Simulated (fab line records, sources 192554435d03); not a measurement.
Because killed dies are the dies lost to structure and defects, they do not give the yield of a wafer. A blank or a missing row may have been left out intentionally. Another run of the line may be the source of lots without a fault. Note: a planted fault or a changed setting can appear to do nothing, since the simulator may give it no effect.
fab line records	flow n5Finfet
[record] lots = 7	wafers = 39
route steps=1938 shown FIN_SAQP@96 SD_EPI_N@288 SD_EPI_P@321 HKMG_FIN@412
startH: hours from the record's first day to the start of the lot's first wafer shown	waitH: time in hours since the lot's previous step	" unchanged from the row above	L1.1+2: a single row standing in for several wafers	- either no value or no given start	* or withheld: withheld	< > ~ a bound
route shown NAME@n: NAME is a module with steps in the file, n the number in the route of the first one	usual: mean and standard deviation over wafers with no fault	same: alike in all rows	chamber/n: place in a boat	sites: readings site by site	_std_site: their standard deviation	_edge_site: inner sites' mean taken away from outer sites' mean	radiusMm: how far each site lies from the wafer's centre	mask NAME#n: copy n	behind: the most recent tool/chamber to have shaped the wafer	hold: cause of the lot's hold/its duration in hours/its outcome	device: transistor that didn't switch, given as n, p or np	end of line: tests run on the same wafers once the route is complete	a step without rows: its recipe alone	killed: dies lost to structure and defects at the first sort, not the wafer's yield	map: dies across one wafer; x = killed, . = not, _ = none there
set.NAME: the setting as run; set.NAME@STEP: as run at that earlier step	model.NAME: the simulator's own value behind a step, which no gauge read
one table per step and one row per wafer, for lots whose settings were changed on purpose
[[steps]]
[step N5_FIN_SAQP_HM_DEP_03]
[recipe] material = SiNx	targetThkA = 380	tempC = 400	precursor = SiH4/NH3/N2	pressureTorr = 1.5	rfW = 300	timeS = 33.6
lot.wafer	tool	chamber	startH	waitH	set.targetThkA	model.SiNx_of_FIN_SAQP_HM_DEP_03.thkNm
L077.1	pecvd-04	1	41.04	0.2	508.9	50.89
L077.2	"	0	"	"	380	37.7
L077.3	"	2	"	"	380	37.73
L077.4	"	2	"	"	508.9	51.17
L077.5	"	0	"	"	380	38.76
L077.6	"	1	"	"	508.9	51.86
L079.1	pecvd-03	2	51.07	0.2	380	37.81
L079.2	"	1	"	"	215.6	21.05
L079.3	"	0	"	"	380	37.34
L079.4	"	0	"	"	215.6	21.98
L079.5	"	2	"	"	380	37.91
L079.6	"	1	"	"	215.6	21.4
L083.1	pecvd-04	0	76.61	0.2	380	38.14
L083.2	"	2	"	"	380	37.67
L083.5	"	1	"	"	380	38.22
L084.1	pecvd-03	1	82.40	0.2	268.3	26.32
L084.2	"	2	"	"	380	38.05
L084.3	"	0	"	"	268.3	26.79
L084.4	"	0	"	"	268.3	26.5
L084.5	"	1	"	"	380	38
L084.6	"	2	"	"	380	38.42
L086.1	pecvd-01	1	94.09	0.2	380	37.27
L086.2	"	2	"	"	380	37.5
L086.3	"	0	"	"	380	37.73
L086.4+5	"	1,0	"	"	380	38.28
L086.6	"	2	"	"	380	38.39
L090.1	pecvd-03	2	118.31	0.2	380	38.09
L090.2	"	0	"	"	380	37.99
L090.3	"	1	"	"	380	37.51
L090.4	"	2	"	"	380	38.83
L090.5	"	1	"	"	380	38.2
L090.6	"	0	"	"	380	37.67
L091.1	pecvd-04	2	122.98	0.2	380	38.02
L091.2	"	0	"	"	225.9	22.32
L091.3	"	1	"	"	380	37.27
L091.4	"	2	"	"	225.9	22.27
L091.5	"	1	"	"	225.9	21.87
L091.6	"	0	"	"	380	38.46
[step N5_FIN_SAQP_THK_MEAS_05]
[usual] thkNm = 38.0/0.51
lot.wafer	tool	chamber	startH	waitH	set.targetThkA@FIN_SAQP_HM_DEP_03	thkNm
L077.1	filmMetro-02	-	41.12	0.1	508.9	50.9
L077.2	"	-	"	"	380	37.7
L077.3	"	-	"	"	380	37.7
L077.4	"	-	"	"	508.9	51.2
L077.5	"	-	"	"	380	38.8
L077.6	"	-	"	"	508.9	51.9
L079.1	filmMetro-01	-	51.16	0.1	380	37.8
L079.2	"	-	"	"	215.6	21.0
L079.3	"	-	"	"	380	37.3
L079.4	"	-	"	"	215.6	22.0
L079.5	"	-	"	"	380	37.9
L079.6	"	-	"	"	215.6	21.4
L083.1	filmMetro-01	-	76.69	0.1	380	38.1
L083.2	"	-	"	"	380	37.7
L083.5	"	-	"	"	380	38.2
L084.1	filmMetro-02	-	82.48	0.1	268.3	26.3
L084.2	"	-	"	"	380	38.0
L084.3	"	-	"	"	268.3	26.8
L084.4	"	-	"	"	268.3	26.5
L084.5	"	-	"	"	380	38.0
L084.6	"	-	"	"	380	38.4
L086.1	filmMetro-01	-	94.18	0.1	380	37.3
L086.2	"	-	"	"	380	37.5
L086.3	"	-	"	"	380	37.7
L086.4	"	-	"	"	380	38.3
L086.5	"	-	"	"	380	38.3
L086.6	"	-	"	"	380	38.4
L090.1	filmMetro-01	-	118.41	0.1	380	38.1
L090.2	"	-	"	"	380	38.0
L090.3	"	-	"	"	380	37.5
L090.4	"	-	"	"	380	38.8
L090.5	"	-	"	"	380	38.2
L090.6	"	-	"	"	380	37.7
L091.1	filmMetro-01	-	123.07	0.1	380	38.0
L091.2	"	-	"	"	225.9	22.3
L091.3	"	-	"	"	380	37.3
L091.4	"	-	"	"	225.9	22.3
L091.5	"	-	"	"	225.9	21.9
L091.6	"	-	"	"	380	38.5
[step N5_FIN_SAQP_PECVD_47]
[recipe] material = a-Si	targetThkA = 450	tempC = 400	precursor = SiH4/He	pressureTorr = 3	rfW = 100	timeS = 36.3
[step N5_FIN_SAQP_PECVD_48]
[recipe] material = SiNx	targetThkA = 250	tempC = 400	precursor = SiH4/NH3/N2	pressureTorr = 1.5	rfW = 300	timeS = 22.1
[step N5_FIN_SAQP_MANDREL2_REMOVE_60]
[recipe] chemistry = HBr/Cl2/O2	btTimeS = 10	target = a-Si	stopOn = SiNx	endpoint = OES-SiCl	overEtchFrac = 1	icpW = 600	biasW = 22	HBr_flow_sccm = 150	Cl2_flow_sccm = 80	O2_flow_sccm = 5	pressureMtorr = 10
[step N5_FIN_SAQP_HM_OPEN_33]
[recipe] chemistry = CH3F/O2	target = SiNx	maskMaterial = SiO2	targetDepthA = 494	timeS = 70.6	pressureMtorr = 30	sourceW = 395	biasW = 73	Ar_flow_sccm = 150	CH3F_flow_sccm = 30	O2_flow_sccm = 20	ionEnergyEv = 120	ends = cleared
[usual] etchRfOnTimeS = 69.0/1.2
lot.wafer	tool	chamber	startH	waitH	set.targetThkA@FIN_SAQP_HM_DEP_03	etchRfOnTimeS	model.etch.depthNm
L077.1	rieDiel-06	0	46.22	0.1	508.9	95.2	50.2
L077.2	"	3	"	"	380	68.5	37.07
L077.3	"	1	"	"	380	70.1	37.1
L077.4	"	0	"	"	508.9	95.8	50.54
L077.5	"	3	"	"	380	70.3	38.14
L077.6	"	1	"	"	508.9	95.4	51.24
L079.1	rieDiel-02	3	57.49	0.2	380	67.6	37.18
L079.2	"	1	"	"	215.6	37.1	20.42
L079.3	"	2	"	"	380	67.0	36.71
L079.4	"	3	"	"	215.6	38.8	21.28
L079.5	"	1	"	"	380	67.8	37.28
L079.6	"	2	"	"	215.6	38.2	20.7
L083.1	rieDiel-02	3	82.41	0.1	380	69.6	37.45
L083.2	"	0	"	"	380	68.0	37.04
L083.5	"	0	"	"	380	68.7	37.59
L084.1	rieDiel-02	1	89.56	0.2	268.3	47.3	25.69
L084.2	"	0	"	"	380	69.3	37.42
L084.3	"	3	"	"	268.3	48.7	26.08
L084.4	"	2	"	"	268.3	47.9	25.87
L084.5	"	2	"	"	380	69.3	37.28
L084.6	"	3	"	"	380	70.3	37.8
L086.1	rieDiel-02	1	101.13	0.1	380	65.8	36.64
L086.2	"	0	"	"	380	67.1	36.86
L086.3	"	2	"	"	380	68.3	37.06
L086.4	"	3	"	"	380	69.3	37.63
L086.5	"	2	"	"	380	69.5	37.65
L086.6	"	3	"	"	380	69.4	37.73
L090.1	rieDiel-01	1	124.73	0.2	380	69.6	37.47
L090.2	"	0	"	"	380	68.9	37.37
L090.3	"	2	"	"	380	68.0	36.88
L090.4	"	3	"	"	380	71.8	38.11
L090.5	"	2	"	"	380	68.2	37.57
L090.6	"	1	"	"	380	69.0	36.96
L091.1	rieDiel-01	2	131.63	0.1	380	68.3	37.32
L091.2	"	1	"	"	225.9	40.8	21.7
L091.3	"	3	"	"	380	69.0	36.65
L091.4	"	0	"	"	225.9	39.9	21.64
L091.5	"	3	"	"	225.9	40.6	21.24
L091.6	"	2	"	"	380	68.9	37.77
[step N5_SD_EPI_N_EPI_21]
[recipe] material = Si:P	dopant = P	tempC = 680	pressureTorr = 255	timeS = 690
lot.wafer	tool	chamber	startH	waitH	set.epiGrowthTimeS	model.Si-P_of_SD_EPI_N_EPI_21.thkNm
L077.1+3+4	epiRpcvd-01	0	71.45	0.1	690	58.6
L077.2+6	"	0	"	"	690	58.4
L077.5	"	0	"	"	690	58.8
L079.1	epiRpcvd-04	0	81.05	0.1	690	58.8
L079.2	"	0	"	"	690	59.4
L079.3	"	0	"	"	403	37.2
L079.4	"	0	"	"	690	58.4
L079.5	"	0	"	"	403	37.4
L079.6	"	0	"	"	403	37
L083.1	epiRpcvd-03	0	110.63	0.2	690	58.8
L083.2	"	0	"	"	690	60.2
L083.5	"	0	112.12	1.5	690	59.6
L084.1	epiRpcvd-03	0	115.69	0.1	690	59.8
L084.2	"	0	"	"	690	59.2
L084.3	"	0	"	"	895.9	72
L084.4	"	0	"	"	895.9	71.2
L084.5	"	0	"	"	895.9	71.4
L084.6	"	0	"	"	690	59.4
L086.1+3	epiRpcvd-04	0	130.61	0.1	690	60
L086.2	"	0	"	"	465	43
L086.4	"	0	"	"	465	42.8
L086.5	"	0	"	"	690	58.8
L086.6	"	0	"	"	465	43.4
L090.1	epiRpcvd-01	0	149.25	0.1	690	60
L090.2	"	0	"	"	514	48.4
L090.3	"	0	"	"	690	60.4
L090.4	"	0	"	"	514	47.4
L090.5	"	0	"	"	690	59.8
L090.6	"	0	"	"	514	48.2
L091.1	epiRpcvd-04	0	156.77	0.1	797	64
L091.2	"	0	"	"	690	57.4
L091.3	"	0	"	"	690	58.4
L091.4	"	0	"	"	797	64.6
L091.5	"	0	"	"	797	64.4
L091.6	"	0	"	"	690	58.8
[step N5_SD_EPI_N_EPI_MEAS_23]
[recipe] mode = xrd
[usual] thkNm = 59.2/1.3
lot.wafer	tool	chamber	startH	waitH	set.epiGrowthTimeS@SD_EPI_N_EPI_21	thkNm
L077.1	filmMetro-01	-	73.16	1.4	690	60.5
L077.2	"	-	"	"	690	58.0
L077.3	"	-	"	"	690	59.1
L077.4	"	-	"	"	690	58.6
L077.5	"	-	"	"	690	58.3
L077.6	"	-	"	"	690	58.7
L079.1	filmMetro-01	-	82.76	1.4	690	59.0
L079.2	"	-	"	"	690	58.6
L079.3	"	-	"	"	403	36.4
L079.4	"	-	"	"	690	59.3
L079.5	"	-	"	"	403	38.7
L079.6	"	-	"	"	403	36.5
L083.1	filmMetro-02	-	112.90	1.9	690	59.8
L083.2	"	-	"	"	690	61.4
L083.5	"	-	"	"	690	58.5
L084.1	filmMetro-02	-	117.40	1.4	690	60.2
L084.2	"	-	"	"	690	59.7
L084.3	"	-	"	"	895.9	72.3
L084.4	"	-	"	"	895.9	71.3
L084.5	"	-	"	"	895.9	73.5
L084.6	"	-	"	"	690	60.1
L086.1	filmMetro-01	-	132.34	1.5	690	61.0
L086.2	"	-	"	"	465	43.3
L086.3	"	-	"	"	690	59.3
L086.4	"	-	"	"	465	43.2
L086.5	"	-	"	"	690	59.0
L086.6	"	-	"	"	465	42.0
L090.1	filmMetro-02	-	150.96	1.4	690	62.3
L090.2	"	-	"	"	514	47.9
L090.3	"	-	"	"	690	59.3
L090.4	"	-	"	"	514	45.2
L090.5	"	-	"	"	690	60.9
L090.6	"	-	"	"	514	50.3
L091.1	filmMetro-02	-	158.48	1.4	797	64.9
L091.2	"	-	"	"	690	57.1
L091.3	"	-	"	"	690	57.7
L091.4	"	-	"	"	797	66.7
L091.5	"	-	"	"	797	63.8
L091.6	"	-	"	"	690	57.1
[step N5_SD_EPI_N_PRECLEAN_24]
[recipe] chemistry = O3/DIW	timeS = 60	tempC = 22	o3Ppm = 10
[step N5_SD_EPI_N_SRD_25]
[recipe] timeS = 30	tempC = 23	rinseLiquid = diw	dry = ipaMarangoni
[step N5_SD_EPI_P_EPI_21]
[recipe] material = SiGe:B	dopant = B	tempC = 550	pressureTorr = 20	ambient = H2	timeS = 355
[step N5_SD_EPI_P_HM_STRIP_48]
[recipe] chemistry = H3PO4	tempC = 160	material = SiNx	target = SiNx	targetDepthA = 30	overetchFraction = 0.3
lot.wafer	tool	chamber	startH	waitH	set.epiGrowthTimeS@SD_EPI_N_EPI_21	model.Si-P_of_SD_EPI_N_EPI_21.thkNm
L077.1+3+5	wetBench-04	0,5,7	77.68	0.0	690	58
L077.2+4+6	"	4,3,6	"	"	690	57.8
L079.1	wetBench-05	0	87.41	0.0	690	58.2
L079.2	"	1	"	"	690	58.8
L079.3	"	4	"	"	403	36.8
L079.4	"	7	"	"	690	57.8
L079.5	"	6	"	"	403	37
L079.6	"	5	"	"	403	36.6
L083.1	wetBench-05	4	117.59	0.0	690	58.2
L083.2	"	2	"	"	690	59.4
L083.5	"	6	"	"	690	58.8
L084.1	wetBench-05	6	122.09	0.0	690	59.2
L084.2	"	0	"	"	690	58.6
L084.3	"	1	"	"	895.9	71.2
L084.4	"	5	"	"	895.9	70.4
L084.5	"	4	"	"	895.9	70.6
L084.6	"	7	"	"	690	58.8
L086.1+3	wetBench-04	7,1	137.07	0.0	690	59.4
L086.2	"	2	"	"	465	42.6
L086.4	"	3	"	"	465	42.4
L086.5	"	0	"	"	690	58
L086.6	"	6	"	"	465	43
L090.1	wetBench-04	2	155.82	0.0	690	59.4
L090.2	"	3	"	"	514	48
L090.3	"	4	"	"	690	59.8
L090.4	"	6	"	"	514	47
L090.5	"	5	"	"	690	59.2
L090.6	"	7	"	"	514	47.8
L091.1	wetBench-04	3	164.13	0.0	797	63.4
L091.2	"	5	"	"	690	56.8
L091.3	"	7	"	"	690	57.6
L091.4	"	4	"	"	797	64
L091.5	"	2	"	"	797	63.6
L091.6	"	6	"	"	690	58.2
[step N5_HKMG_FIN_ALD_79]
[recipe] material = TiN	targetThkA = 15	tempC = 400	aldPrecursorFamily = TiCl4	aldCoReactant = NH3	pulseTimeS = 1	purgeTimeS = 3	coReactantPurgeTimeS = 2	coReactantPulseTimeS = 2	aldCycles = 68	pressureTorr = 3
lot.wafer	tool	chamber	startH	waitH	set.aldCycles	model.TiN_of_HKMG_FIN_ALD_79.thkNm
L077.1+5+6	aldMetal-03	1,3,1	92.97	0.0	68	1.6
L077.2+3+4	"	3,2,2	"	"	93	2
L079.1+2	aldMetal-01	0,3	102.82	0.0	68	1.4
L079.3+4+6	"	1,2,0	"	"	44	1
L079.5	"	1	"	"	68	1.6
L083.1+2+5	aldMetal-01	3,0,1	135.77	0.0	68	1.4
L084.1+3+6	aldMetal-04	1,3,2	139.91	0.0	44	1
L084.2+5	"	0,3	"	"	68	1.4
L084.4	"	2	"	"	68	1.6
L086.1+2+4	aldMetal-01	1,3,0	152.25	0.0	106	2.4
L086.3+5	"	2	"	"	68	1.4
L086.6	"	1	"	"	68	1.6
L090.1+2+3	aldMetal-03	1,3,2	171.64	0.0	78	1.8
L090.4+5+6	"	0,3,2	"	"	68	1.6
L091.1	aldMetal-03	1	179.24	0.0	68	1.6
L091.2+3+5	"	0,2,0	"	"	98	2.2
L091.4+6	"	3,1	"	"	68	1.4
[[key]]
[split] step = N5_FIN_SAQP_HM_DEP_03	setting = targetThkA	stated = 380	by = wafer
[response] step = N5_FIN_SAQP_HM_DEP_03	reading = model.SiNx_of_FIN_SAQP_HM_DEP_03.thkNm	change = +0.385	per = 1%	r = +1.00
[response] step = N5_FIN_SAQP_THK_MEAS_05	reading = thkNm	change = *	per = 1%	r = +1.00
[response] step = N5_FIN_SAQP_HM_OPEN_33	reading = etchRfOnTimeS	change = *	per = 1%	r = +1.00
[response] step = N5_FIN_SAQP_HM_OPEN_33	reading = model.etch.depthNm	change = +0.385	per = 1%	r = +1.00
[split] step = N5_SD_EPI_N_EPI_21	setting = epiGrowthTimeS	stated = 690	by = wafer
[response] step = N5_SD_EPI_N_EPI_21	reading = model.Si-P_of_SD_EPI_N_EPI_21.thkNm	change = +0.482	per = 1%	r = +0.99
[response] step = N5_SD_EPI_N_EPI_MEAS_23	reading = thkNm	change = *	per = 1%	r = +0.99
[response] step = N5_SD_EPI_P_HM_STRIP_48	reading = model.Si-P_of_SD_EPI_N_EPI_21.thkNm	change = +0.475	per = 1%	r = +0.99
[split] step = N5_HKMG_FIN_ALD_79	setting = aldCycles	stated = 68	by = wafer
[response] step = N5_HKMG_FIN_ALD_79	reading = model.TiN_of_HKMG_FIN_ALD_79.thkNm	change = +0.0148	per = 1%	r = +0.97
